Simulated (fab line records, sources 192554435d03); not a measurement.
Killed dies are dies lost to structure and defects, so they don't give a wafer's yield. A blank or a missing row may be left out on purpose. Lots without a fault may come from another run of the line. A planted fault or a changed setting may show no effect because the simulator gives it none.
Chamber matching | flow n5_finfet | N5_FIN_SAQP_ETCH_51 on rie_diel-01: 4 sister chambers
The step etches SiARC in CF4, target depth 45.5 nm, time 75.8 s. 8 wafers are shown with their chamber, then 8 later ones without.

WAFERS WITH THEIR CHAMBER
wafer  | chamber | drypump_motor_current_A (A) | showerhead_plenum_p_Torr (Torr)
L081.6 | 1       | 5.0                         | 2.03
L089.3 | 0       | 6.2                         | 2.11
L089.4 | 3       | 6.1                         | 2.08
L089.6 | 0       | 6.2                         | 2.11
L090.2 | 2       | 5.6                         | 2.16
L090.4 | 2       | 5.6                         | 2.16
L090.6 | 3       | 6.2                         | 2.08
L094.3 | 1       | 5.0                         | 2.02

WAFERS WITHOUT THEIR CHAMBER
wafer  | drypump_motor_current_A (A) | showerhead_plenum_p_Torr (Torr)
L094.4 | 5.7                         | 2.15
L094.5 | 6.2                         | 2.07
L095.2 | 6.2                         | 2.07
L095.3 | 5.0                         | 2.02
L095.5 | 5.6                         | 2.15
L097.2 | 6.2                         | 2.07
L097.3 | 5.6                         | 2.15
L097.5 | 5.0                         | 2.02

WHICH CHAMBER EACH WENT THROUGH
wafer  | from the rows above | in truth
L094.4 | 2                   | 2
L094.5 | 3                   | 3
L095.2 | 3                   | 3
L095.3 | 1                   | 1
L095.5 | 2                   | 2
L097.2 | 3                   | 3
L097.3 | 2                   | 2
L097.5 | 1                   | 1
Placed correctly: 8 of 8. Can't be placed from these rows: 0. Placed wrongly: 0.
How it was worked out, from the rows above alone: a wafer's distance from a chamber is the root of the sum, over the readings, of the square of ((its reading less the chamber's mean) divided by the reading's scatter). The wafer belongs to the nearest chamber; if the next one is less than 2 further off, it can't be placed. A chamber's mean is the mean of its shown wafers. The scatter: the root of (the sum of the squares of (reading less its chamber's mean) over the shown wafers, divided by (wafers less chambers)).
